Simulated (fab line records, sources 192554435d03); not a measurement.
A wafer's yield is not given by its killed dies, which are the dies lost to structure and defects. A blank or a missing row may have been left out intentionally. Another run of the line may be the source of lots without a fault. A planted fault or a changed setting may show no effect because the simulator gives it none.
fab line records -- flow n5_finfet
record: lots: 9, wafers: 26, last_day: 18
route steps=1938 shown BEOL_M7@1300
lots that met no fault: from a run of the same line without faults
start_h: start of the lot's first displayed wafer, in hours after the record's first day -- wait_h: hours from the lot's prior step to this one -- " as in the row above -- L1.1+2: several wafers, shown together as one row -- - no value, or no start was given -- * or withheld: withheld -- < > ~ a bound
route shown NAME@n: names a module that has steps shown in the file, with the first one's number in the route -- usual: average and standard deviation across the fault-free wafers -- same: alike in all rows -- chamber/n: place in a boat -- sites: the reading at each site -- _std_site: their standard deviation -- _edge_site: outer sites' mean less inner sites' -- radius_mm: how far each site lies from the wafer's centre -- mask NAME#n: copy n -- behind: tool/chamber where the wafer was last shaped -- hold: reason for holding the lot/hours on hold/outcome of the hold -- device: whichever transistor did not switch (one of n, p or np) -- end of line: tests of these same wafers at the route's end -- where a step has no rows: the recipe by itself -- killed: the dies lost at the first sort to structure and to defects; this is not the yield of the wafer -- map: dies across one wafer; x = killed, . = not, _ = none there
set.NAME: the setting as run; set.NAME@STEP: as run at that earlier step -- model.NAME: the simulator's own value behind a step, which no gauge read
steps of the route over a sample of lots; a table a step, a row a wafer
services: from which hour (start_h, from the record's first day; less than 0 if before it) a tool's chamber was out of use, for how many hours, and why
== steps ==
step: N5_BEOL_M7_ETCH_72
recipe: chemistry: N2/H2, target: underlayer, target_depth_a: 65, mask_material: CAR-EUV, time_s: 5.2, ion_energy_ev: 200, pressure_mtorr: 30, source_w: 840, bias_w: 150, n2_flow_sccm: 200, h2_flow_sccm: 200, ends: cleared
usual: chamber_pressure_mTorr: 30.00/0.04, drypump_motor_current_A: 5.7/0.43, etch_rf_on_time_s: 5.27/0.18, h2_flow_sccm: 200.0/0.59, oes_product_au: 0.67/0.07, rf_fwd_power_W: 819.7/2.5, rf_vpp_V: 524.0/2.3, showerhead_plenum_p_Torr: 2.55/0.078, throttle_valve_pct: 17.97/0.27
lot.wafer,tool,chamber,start_h,wait_h,chamber_pressure_mTorr,drypump_motor_current_A,etch_rf_on_time_s,h2_flow_sccm,oes_product_au,rf_fwd_power_W,rf_hours_counter_h,rf_vpp_V,showerhead_plenum_p_Torr,throttle_valve_pct
L184.1,rie_diel-06,3,214.24,0.0,29.93,6.2,5.16,199.5,0.73,823.6,45,524.1,2.59,17.81
L184.4,rie_diel-06,0,214.24,0.0,29.97,5.2,5.56,199.4,0.67,822.7,82,522.5,2.45,17.55
L184.6,rie_diel-06,1,214.24,0.0,30.10,5.7,5.21,199.9,0.62,817.8,-,522.5,2.53,18.07
L192.1,rie_diel-03,3,265.18,0.0,30.01,6.3,5.01,198.7,0.73,822.7,71,525.4,2.61,18.45
L192.4,rie_diel-03,2,265.18,0.0,30.03,5.3,5.14,199.4,0.76,822.0,25,524.4,2.51,17.53
L192.6,rie_diel-03,2,265.18,0.0,29.93,5.3,5.20,199.7,0.74,819.6,-,524.4,2.51,17.51
L193.1,rie_diel-03,0,275.17,0.0,29.98,5.1,5.42,199.5,0.59,816.0,221,523.2,2.53,18.09
L193.2,rie_diel-03,3,275.17,0.0,29.98,6.4,4.99,200.4,0.75,816.7,73,525.3,2.61,18.45
L193.3,rie_diel-03,2,275.17,0.0,30.13,5.3,5.14,199.9,0.75,816.6,27,523.8,2.51,17.51
L197.1,rie_diel-04,2,298.86,0.0,30.03,5.7,4.94,199.6,0.83,820.0,12,530.1,2.73,18.17
L197.5,rie_diel-04,1,298.86,0.0,30.06,5.2,5.14,200.2,0.59,821.6,-,523.1,2.49,17.85
L197.6,rie_diel-04,0,298.86,0.0,30.03,5.9,5.13,200.0,0.59,816.5,-,522.2,2.53,18.33
L200.1,rie_diel-06,1,312.00,0.0,30.03,5.7,5.16,201.5,0.61,815.6,219,523.6,2.52,18.15
L200.2,rie_diel-06,3,312.00,0.0,29.98,6.2,5.19,200.5,0.71,818.9,82,524.7,2.58,17.89
L200.3,rie_diel-06,0,312.00,0.0,29.97,5.2,5.62,199.5,0.65,823.6,117,520.0,2.43,17.62
L199.1,rie_diel-03,0,330.73,0.0,30.05,5.1,5.37,200.2,0.58,821.3,240,524.0,2.52,18.14
L199.2,rie_diel-03,1,330.73,0.0,30.00,5.4,5.48,200.0,0.69,824.4,66,528.9,2.67,17.91
L199.4,rie_diel-03,3,330.73,0.0,29.97,6.4,5.12,199.6,0.69,818.9,-,524.7,2.60,18.47
L202.3,rie_diel-06,3,333.08,0.0,30.01,6.2,5.20,200.7,0.68,821.6,89,525.6,2.57,17.87
L202.4,rie_diel-06,2,333.08,0.0,30.07,6.1,5.03,200.1,0.79,817.2,13,524.7,2.49,17.65
L202.6,rie_diel-06,0,333.08,0.0,30.04,5.2,5.54,198.7,0.65,824.6,-,521.0,2.43,17.63
L204.3,rie_diel-03,0,333.25,0.0,29.95,5.1,5.35,200.1,0.58,816.7,241,525.4,2.52,18.14
L204.5,rie_diel-03,0,333.25,0.0,30.03,5.1,5.37,200.6,0.59,817.5,-,521.4,2.52,18.14
L204.6,rie_diel-03,1,333.25,0.0,29.93,5.4,5.42,200.5,0.69,818.7,-,527.2,2.67,17.92
L205.2,rie_diel-03,1,346.17,0.0,30.03,5.4,5.39,200.2,0.69,820.2,74,527.8,2.67,17.91
L205.5,rie_diel-03,3,346.17,0.0,30.03,6.4,5.10,198.4,0.71,817.2,-,524.3,2.60,18.45
step: N5_BEOL_M7_ETCH_65
recipe: chemistry: CF4, target: SiARC, target_depth_a: 156, mask_material: CAR-EUV, time_s: 26, ion_energy_ev: 80, pressure_mtorr: 40, source_w: 545, bias_w: 36, Ar_flow_sccm: 100, cf4_flow_sccm: 100, ends: cleared
usual: chamber_pressure_mTorr: 40.00/0.037, drypump_motor_current_A: 5.6/0.44, etch_rf_on_time_s: 26.5/0.9, oes_product_au: 0.67/0.071, rf_fwd_power_W: 532.0/1.7, rf_vpp_V: 184.1/1, showerhead_plenum_p_Torr: 2.14/0.059, throttle_valve_pct: 15.68/0.19
lot.wafer,tool,chamber,start_h,wait_h,chamber_pressure_mTorr,drypump_motor_current_A,etch_rf_on_time_s,oes_product_au,rf_fwd_power_W,rf_hours_counter_h,rf_vpp_V,showerhead_plenum_p_Torr,throttle_valve_pct
L184.1,rie_diel-06,3,214.26,0.0,40.02,6.2,26.2,0.73,530.1,45,184.5,2.18,15.46
L184.4,rie_diel-06,0,214.26,0.0,40.01,5.2,28.0,0.68,532.1,82,182.1,2.08,15.50
L184.6,rie_diel-06,1,214.26,0.0,40.03,5.7,26.3,0.61,530.8,-,183.4,2.12,15.83
L192.1,rie_diel-03,3,265.20,0.0,39.98,6.4,25.2,0.74,532.0,71,184.0,2.17,15.75
L192.4,rie_diel-03,2,265.20,0.0,39.98,5.3,25.5,0.76,530.8,25,182.7,2.11,15.25
L192.6,rie_diel-03,2,265.20,0.0,39.98,5.3,25.6,0.76,530.2,-,184.5,2.10,15.23
L193.1,rie_diel-03,0,275.19,0.0,40.02,5.1,27.9,0.58,533.0,221,185.9,2.14,15.87
L193.2,rie_diel-03,3,275.19,0.0,39.94,6.3,25.4,0.74,533.7,73,184.3,2.17,15.74
L193.3,rie_diel-03,2,275.19,0.0,39.99,5.3,26.2,0.74,530.7,27,183.6,2.10,15.22
L197.1,rie_diel-04,2,298.88,0.0,40.02,5.7,25.2,0.82,533.4,12,186.0,2.28,15.62
L197.5,rie_diel-04,1,298.88,0.0,40.03,5.3,26.1,0.59,535.9,-,182.6,2.11,15.71
L197.6,rie_diel-04,0,298.88,0.0,39.97,5.9,26.0,0.60,533.0,-,182.9,2.11,15.95
L200.1,rie_diel-06,1,312.01,0.0,40.01,5.7,25.9,0.60,531.4,219,182.7,2.11,15.91
L200.2,rie_diel-06,3,312.01,0.0,39.98,6.2,26.2,0.69,534.9,82,183.6,2.17,15.53
L200.3,rie_diel-06,0,312.01,0.0,40.00,5.2,27.4,0.65,536.6,117,184.4,2.07,15.58
L199.1,rie_diel-03,0,330.74,0.0,40.05,5.1,27.1,0.58,531.2,240,184.6,2.13,15.91
L199.2,rie_diel-03,1,330.74,0.0,39.95,5.4,27.1,0.69,532.1,66,184.6,2.25,15.65
L199.4,rie_diel-03,3,330.74,0.0,39.95,6.3,25.1,0.71,531.1,-,184.6,2.16,15.78
L202.3,rie_diel-06,3,333.10,0.0,40.01,6.2,26.1,0.68,530.2,89,185.2,2.17,15.53
L202.4,rie_diel-06,2,333.10,0.0,40.05,6.0,25.3,0.78,534.3,13,184.3,2.10,15.47
L202.6,rie_diel-06,0,333.10,0.0,40.06,5.2,27.8,0.65,535.2,-,184.0,2.07,15.59
L204.3,rie_diel-03,0,333.27,0.0,39.95,5.1,27.5,0.57,531.2,241,183.9,2.13,15.91
L204.5,rie_diel-03,0,333.27,0.0,40.02,5.1,27.5,0.58,531.9,-,183.7,2.13,15.90
L204.6,rie_diel-03,1,333.27,0.0,40.02,5.4,27.6,0.69,533.9,-,186.7,2.25,15.64
L205.2,rie_diel-03,1,346.19,0.0,39.97,5.4,27.1,0.69,530.0,74,184.1,2.25,15.64
L205.5,rie_diel-03,3,346.19,0.0,39.98,6.4,25.5,0.71,531.4,-,185.0,2.16,15.79
step: N5_BEOL_M7_ETCH_41
recipe: chemistry: CH3F/O2, target: SiCN, target_depth_a: 319, taper_deg: 2, time_s: 57.8, ion_energy_ev: 120, mask_material: TiN, pressure_mtorr: 30, source_w: 395, bias_w: 75, Ar_flow_sccm: 150, CH3F_flow_sccm: 30, O2_flow_sccm: 20
usual: chamber_pressure_mTorr: 29.999/0.027, drypump_motor_current_A: 5.6/0.44, oes_product_au: 0.78/0.081, rf_fwd_power_W: 390.6/1.4, rf_vpp_V: 297.4/1.4, showerhead_plenum_p_Torr: 2.00/0.065, throttle_valve_pct: 16.39/0.18
lot.wafer,tool,chamber,start_h,wait_h,chamber_pressure_mTorr,drypump_motor_current_A,oes_product_au,rf_fwd_power_W,rf_hours_counter_h,rf_vpp_V,showerhead_plenum_p_Torr,throttle_valve_pct
L184.1,rie_diel-06,3,214.51,-,30.009,6.2,0.86,392.1,45,298.7,2.05,16.24
L184.4,rie_diel-06,0,214.51,-,29.985,5.2,0.80,393.1,82,295.7,1.93,16.10
L184.6,rie_diel-06,1,214.51,-,30.029,5.7,0.74,388.5,-,296.8,1.97,16.46
L192.1,rie_diel-03,3,265.45,-,29.986,6.4,0.91,483.8,71,276.0,2.04,16.53
L192.4,rie_diel-03,2,265.45,-,29.973,5.3,0.93,483.6,25,276.3,1.97,15.96
L192.6,rie_diel-03,2,265.45,-,30.028,5.3,0.92,482.8,-,275.3,1.97,15.95
L193.1,rie_diel-03,0,275.44,-,30.028,5.1,0.74,483.8,222,277.1,1.99,16.54
L193.2,rie_diel-03,3,275.44,-,29.945,6.4,0.91,485.0,73,278.3,2.04,16.52
L193.3,rie_diel-03,2,275.44,-,29.984,5.3,0.92,484.2,27,276.0,1.97,15.96
L197.1,rie_diel-04,2,299.13,-,29.995,5.7,0.95,392.4,12,300.7,2.14,16.40
L197.5,rie_diel-04,1,299.13,-,29.993,5.2,0.68,391.5,-,296.2,1.97,16.42
L197.6,rie_diel-04,0,299.13,-,30.007,5.9,0.69,390.2,-,298.1,1.97,16.64
L200.1,rie_diel-06,1,312.26,-,30.029,5.7,0.71,391.8,219,294.1,1.96,16.52
L200.2,rie_diel-06,3,312.26,-,29.970,6.2,0.81,390.7,82,297.7,2.04,16.29
L200.3,rie_diel-06,0,312.26,-,29.982,5.2,0.77,390.6,117,295.3,1.92,16.16
L199.1,rie_diel-03,0,330.99,-,29.949,5.1,0.69,389.4,240,296.7,1.98,16.57
L199.2,rie_diel-03,1,330.99,-,29.953,5.4,0.82,390.4,66,299.1,2.12,16.41
L199.4,rie_diel-03,3,330.99,-,30.023,6.4,0.82,389.6,-,297.6,2.03,16.57
L202.3,rie_diel-06,3,333.35,-,30.020,6.2,0.79,388.7,89,298.9,2.04,16.32
L202.4,rie_diel-06,2,333.35,-,30.034,6.0,0.92,391.4,13,296.8,1.95,16.16
L202.6,rie_diel-06,0,333.35,-,30.002,5.2,0.75,392.8,-,295.9,1.91,16.18
L204.3,rie_diel-03,0,333.52,-,29.981,5.1,0.69,388.1,241,297.0,1.98,16.56
L204.5,rie_diel-03,0,333.52,-,30.011,5.1,0.69,389.2,-,295.8,1.98,16.57
L204.6,rie_diel-03,1,333.52,-,29.961,5.4,0.82,391.7,-,299.7,2.12,16.42
L205.2,rie_diel-03,1,346.44,-,30.049,5.4,0.81,390.3,74,299.5,2.11,16.42
L205.5,rie_diel-03,3,346.44,-,30.015,6.4,0.83,390.4,-,298.3,2.03,16.59
step: N5_BEOL_M7_DEGAS_44
recipe: ambient: vacuum, temp_c: 250, time_s: 60
usual: heater_power_w: 336/23
lot.wafer,tool,chamber,start_h,wait_h,heater_power_w
L184.1,pvd_sputter-02,-,215.24,0.4,320
L184.4,pvd_sputter-02,-,215.24,0.4,348
L184.6,pvd_sputter-02,-,215.24,0.4,313
L192.1,pvd_sputter-01,-,266.11,0.3,353
L192.4,pvd_sputter-01,-,266.11,0.3,348
L192.6,pvd_sputter-01,-,266.11,0.3,316
L193.1,pvd_sputter-03,-,276.29,0.5,288
L193.2,pvd_sputter-03,-,276.29,0.5,362
L193.3,pvd_sputter-03,-,276.29,0.5,335
L197.1,pvd_sputter-02,-,300.24,0.7,368
L197.5,pvd_sputter-02,-,300.24,0.7,318
L197.6,pvd_sputter-02,-,300.24,0.7,311
L200.1,pvd_sputter-02,-,313.97,1.3,316
L200.2,pvd_sputter-02,-,313.97,1.3,338
L200.3,pvd_sputter-02,-,313.97,1.3,359
L199.1,pvd_sputter-03,-,331.81,0.4,342
L199.2,pvd_sputter-03,-,331.81,0.4,297
L199.4,pvd_sputter-03,-,331.81,0.4,364
L202.3,pvd_sputter-02,-,336.72,2.9,342
L202.4,pvd_sputter-02,-,336.72,2.9,315
L202.6,pvd_sputter-02,-,336.72,2.9,313
L204.3,pvd_sputter-02,-,336.90,2.9,343
L204.5,pvd_sputter-02,-,336.90,2.9,318
L204.6,pvd_sputter-02,-,336.90,2.9,370
L205.2,pvd_sputter-01,-,348.93,2.1,358
L205.5,pvd_sputter-01,-,348.93,2.1,353
== services ==
tool,chamber,start_h,hours,kind
rie_diel-03,-,239.00,15.6,pm
rie_diel-04,2,254.55,-,clean
rie_diel-04,2,254.55,-,consumable_replace:focus_ring
rie_diel-04,2,254.55,-,consumable_replace:showerhead
rie_diel-04,2,254.55,11.3,scheduled_down
rie_diel-04,2,254.55,11.3,vent_cycle
rie_diel-06,0,267.66,4.5,repair
rie_diel-06,2,272.21,-,clean
rie_diel-06,2,272.21,-,consumable_replace:focus_ring
rie_diel-06,2,272.21,23.9,scheduled_down
rie_diel-06,2,272.21,23.9,vent_cycle
rie_diel-04,3,278.44,4.5,repair
rie_diel-03,2,296.51,115.9,repair
rie_diel-04,3,296.85,3.5,repair
rie_diel-04,1,334.75,7.2,repair
rie_diel-06,-,340.42,15.6,pm
rie_diel-04,1,342.30,-,clean
rie_diel-04,1,342.30,-,consumable_replace:focus_ring
rie_diel-04,1,342.30,23.1,scheduled_down
rie_diel-04,1,342.30,23.1,vent_cycle
== key ==
first_sign: step: N5_BEOL_M7_ETCH_41, reading: rf_fwd_power_W, direction: up, sigmas: 65, usual: *, struck: *
effect: step: N5_BEOL_M7_ETCH_41, reading: rf_vpp_V, direction: down, sigmas: 15, usual: 297.4, struck: 276.5
met_at N5_BEOL_M7_ETCH_41
struck_lots L192,L193
not_acting_at N5_BEOL_M7_ETCH_72,N5_BEOL_M7_ETCH_65,N5_BEOL_M7_DEGAS_44
fault: kind: process_parameter_drift, tool: rie_diel-03, chamber: -, onset_h: 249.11, steps: N5_BEOL_M7_ETCH_41, channel: source_w, offset: 94.8, shape: step, end_h: 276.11, acts_in: these_recipes_only, stated: 395
